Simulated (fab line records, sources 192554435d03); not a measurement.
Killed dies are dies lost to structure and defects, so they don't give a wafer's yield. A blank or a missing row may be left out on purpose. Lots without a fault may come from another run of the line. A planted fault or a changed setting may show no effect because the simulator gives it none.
Split-lot experiment | flow n5_finfet | 7 lots, 21 wafers read, on a route of 1938 steps

THE SPLIT
At N5_BEOL_M4_TRENCH_ETCH_37 (etches SiOC in C4F6/O2, target depth 55.555 nm, time 29.2 s), the setting bias_w was moved away from the recipe's 185 W on 6 of the 21 wafers read, by -12.1% to +17.9%. The other wafers ran this setting at the recipe's value.

FROM THE SPLIT TO THE READING: what the file shows between them, 2 steps
- N5_BEOL_M4_ETCH_41: etches SiCN in CH3F/O2, target depth 29.9 nm, time 52.5 s
- N5_BEOL_M4_STRIP_97: strips in N2/H2, time 10 s

THE READING
trench_depth_nm, in nm, at N5_BEOL_M4_OCD_MEAS_38. Fault-free wafers of this fab line usually give 55.7 nm, standard deviation 0.86 nm.

wafer  | tool, chamber at the split | bias_w as run, W | against the recipe | trench_depth_nm, nm | against lot-mates on the recipe
L074.1 | rie_diel-01, 1             | 203.8            | +10.2%             | 56.6                | +1.5
L074.4 | rie_diel-01, 3             | 185              | recipe             | 55.5                | -
L074.6 | rie_diel-01, 2             | 185              | recipe             | 54.8                | -
L075.1 | rie_diel-04, 0             | 185              | recipe             | 57.5                | -
L075.3 | rie_diel-04, 1             | 185              | recipe             | 54.6                | -
L075.6 | rie_diel-04, 2             | 218.2            | +17.9%             | 59.6                | +3.6
L077.4 | rie_diel-01, 3             | 162.7            | -12.1%             | 54.1                | -1.9
L077.5 | rie_diel-01, 2             | 185              | recipe             | 56.0                | -
L077.6 | rie_diel-01, 1             | 162.7            | -12.1%             | 53.8                | -2.2
L079.3 | rie_diel-02, 3             | 185              | recipe             | 55.8                | -
L079.4 | rie_diel-02, 0             | 185              | recipe             | 55.1                | -
L079.5 | rie_diel-02, 3             | 185              | recipe             | 55.1                | -
L084.1 | rie_diel-02, 2             | 185              | recipe             | 54.5                | -
L084.4 | rie_diel-02, 3             | 165.9            | -10.3%             | 54.0                | -1.2
L084.6 | rie_diel-02, 2             | 185              | recipe             | 55.9                | -
L089.3 | rie_diel-01, 0             | 185              | recipe             | 57.3                | -
L089.4 | rie_diel-01, 3             | 185              | recipe             | 56.6                | -
L089.5 | rie_diel-01, 0             | 185              | recipe             | 57.5                | -
L091.1 | rie_diel-02, 2             | 185              | recipe             | 55.2                | -
L091.2 | rie_diel-02, 1             | 215.6            | +16.5%             | 59.0                | +3.5
L091.6 | rie_diel-02, 1             | 185              | recipe             | 55.9                | -

THE FIT
A straight line over all 21 wafers: trench_depth_nm changes by +0.175 nm for each +1% of bias_w; r = +0.82; the points scatter about the line by 0.92 nm.
The same after taking each lot's own level away (the mean of its wafers on the recipe; 21 wafers): +0.179 nm for each +1%; r = +0.91; scatter 0.62 nm.
On that fit, the largest move of bias_w shifts the reading by 3.2 nm.
The lots' own levels span 55.15 to 57.13 nm, that is 2.3 times the standard deviation above.
So the lot-to-lot level changes the slope little: the two slopes agree.
Check: with one of the wafers moved furthest among these (+17.9%) left out of the fit, the line predicts +3.15 nm for it against its lot-mates. It came out at +3.55 nm against them.
Tool readings at the split's step, against how far the setting was moved: rf_vpp_V r = +0.97.

OTHER SPLITS ON THESE WAFERS
These wafers also went through other splits before the reading. Each is held against what the fit with the lots' levels taken away leaves over:
other split on the same wafers  | wafers away from the commonest value | r with trench_depth_nm (lot level and that fit taken away)
N5_BEOL_M2_EXPOSE_25 dose_mj    | 7                                    | +0.07
N5_BEOL_M3_PECVD_72 time_s      | 7                                    | +0.11
N5_BEOL_M4_COAT_67 spin_rpm     | 5                                    | -0.02
N5_BEOL_M4_DESCUM_33 time_s     | 7                                    | -0.36
N5_BEOL_M4_VIA_ETCH_34 source_w | 11                                   | -0.09

THE WHOLE CHAIN: every reading that the file lists as answering this split, in the file's order
step                      | what it does                                                | reading                                                                   | change (the file's fit)               | r (the file's)
N5_BEOL_M4_TRENCH_ETCH_37 | etches SiOC in C4F6/O2, target depth 55.555 nm, time 29.2 s | rf_vpp_V                                                                  | +4.88 V for each +1% of the setting   | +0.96
N5_BEOL_M4_TRENCH_ETCH_37 | etches SiOC in C4F6/O2, target depth 55.555 nm, time 29.2 s | BEOL_M4.feature_depth_nm (the simulator's own value, which no gauge read) | +0.185 nm for each +1% of the setting | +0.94
N5_BEOL_M4_TRENCH_ETCH_37 | etches SiOC in C4F6/O2, target depth 55.555 nm, time 29.2 s | etch.depth_nm (the simulator's own value, which no gauge read)            | +0.182 nm for each +1% of the setting | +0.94
N5_BEOL_M4_OCD_MEAS_38    |                                                             | trench_depth_nm                                                           | +0.182 nm for each +1% of the setting | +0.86

THE FILE'S OWN FIT
trench_depth_nm changes by +0.182 nm for each +1% of bias_w, r = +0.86.
